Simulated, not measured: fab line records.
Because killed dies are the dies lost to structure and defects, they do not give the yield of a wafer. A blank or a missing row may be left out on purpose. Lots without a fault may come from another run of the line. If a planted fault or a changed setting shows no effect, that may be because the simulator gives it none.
The tool behind it: which one? || flow nand-harc || 6 lots with 16 wafers sampled at 5 steps, on a route of 1159 steps

## WHAT EACH GAUGE READ, for each wafer
NHARC_END_SORT_01.
{"lot": "L836", "measured": "day 24 00:22", "on": "prober-01", "killed-at-array": "29 109"}
{"lot": "L838", "measured": "day 24 14:10", "on": "prober-01", "killed-at-array": "16 133"}

## EACH LOT AND THE TOOL THAT RAN IT (in order: tool; ch and the chambers of the sampled wafers; start)
{"lot": "L821", "NHARC_A_BLC_DESCUM_15": "rie-diel-01 ch 1,2, day 17 22:56", "NHARC_A_BLC_ETCH_17": "rie-diel-01 ch 0,1,3, day 17 23:12", "NHARC_A_BLC_ETCH_18": "rie-diel-01 ch 0,1,3, day 18 00:47 or earlier", "NHARC_A_BLC_ALD_23": "ald-metal-03 ch 0,1,2, day 18 00:47"}
{"lot": "L825", "NHARC_A_BLC_DESCUM_15": "rie-diel-11 ch 0,2,3, day 19 08:10", "NHARC_A_BLC_ETCH_17": "rie-diel-11 ch 0,1,3, day 19 08:20", "NHARC_A_BLC_ETCH_18": "rie-diel-11 ch 0,1,3, day 19 09:59 or earlier", "NHARC_A_BLC_ALD_23": "ald-metal-02 ch 0,2,3, day 19 09:59"}
{"lot": "L828", "NHARC_A_BLC_DESCUM_15": "rie-diel-11 ch 2,3, day 19 17:35", "NHARC_A_BLC_ETCH_17": "rie-diel-11 ch 0,2,3, day 19 17:51", "NHARC_A_BLC_ETCH_18": "rie-diel-11 ch 0,1,3, day 19 19:31 or earlier", "NHARC_A_BLC_ALD_23": "ald-metal-03 ch 1,2,3, day 19 19:31"}
{"lot": "L836", "NHARC_A_BLC_DESCUM_15": "rie-diel-11 ch 2, day 21 18:31", "NHARC_A_BLC_ETCH_17": "rie-diel-11 ch 0,2, day 21 18:49", "NHARC_A_BLC_ETCH_18": "rie-diel-11 ch 1,3, day 21 20:22 or earlier", "NHARC_A_BLC_ALD_23": "ald-metal-01 ch 0,3, day 21 20:22"}
{"lot": "L838", "NHARC_A_BLC_DESCUM_15": "rie-diel-11 ch 0,1, day 22 11:34", "NHARC_A_BLC_ETCH_17": "rie-diel-11 ch 2,3, day 22 11:49", "NHARC_A_BLC_ETCH_18": "rie-diel-11 ch 0,1, day 22 13:22 or earlier", "NHARC_A_BLC_ALD_23": "ald-metal-01 ch 0, day 22 13:22"}
{"lot": "L841", "NHARC_A_BLC_DESCUM_15": "rie-diel-01 ch 0,2,3, day 23 02:11", "NHARC_A_BLC_ETCH_17": "rie-diel-01 ch 2,3, day 23 02:20", "NHARC_A_BLC_ETCH_18": "rie-diel-01 ch 2,3, day 23 04:04 or earlier", "NHARC_A_BLC_ALD_23": "ald-metal-02 ch 0,1, day 23 04:04"}
- NHARC_A_BLC_DESCUM_15: chemistry O2, time 3 s.
- NHARC_A_BLC_ETCH_17: etches the open film in N2/H2, target depth 390 nm, time 609.38 s.
- NHARC_A_BLC_ETCH_18: etches the open film in C4F8/O2/Ar, target depth 910 nm.
- NHARC_A_BLC_ALD_23: deposits TiN, target thk 3 nm, pulse time 1 s, ald cycles 150.

## THE ANSWER, worked out from the rows above alone
Rule: the lots themselves supply what counts as usual. Put in order of their means at a reading, lots are off if they are a third of the lots or fewer, leave a main group of 4 or more, and stand apart from it by a gap of 3 or more times the standard deviation of the main group's means; of several such gaps the widest counts. If all means in a main group match to the digits the tables above print for the reading, that group is not used. A lot without any number at a reading at which 4 lots or more have one is off too. All remaining lots with rows at the step are treated as sound.
Nothing can be told from this: no lot is off at any reading shown.

## WHAT THE SIMULATOR HAD INSERTED
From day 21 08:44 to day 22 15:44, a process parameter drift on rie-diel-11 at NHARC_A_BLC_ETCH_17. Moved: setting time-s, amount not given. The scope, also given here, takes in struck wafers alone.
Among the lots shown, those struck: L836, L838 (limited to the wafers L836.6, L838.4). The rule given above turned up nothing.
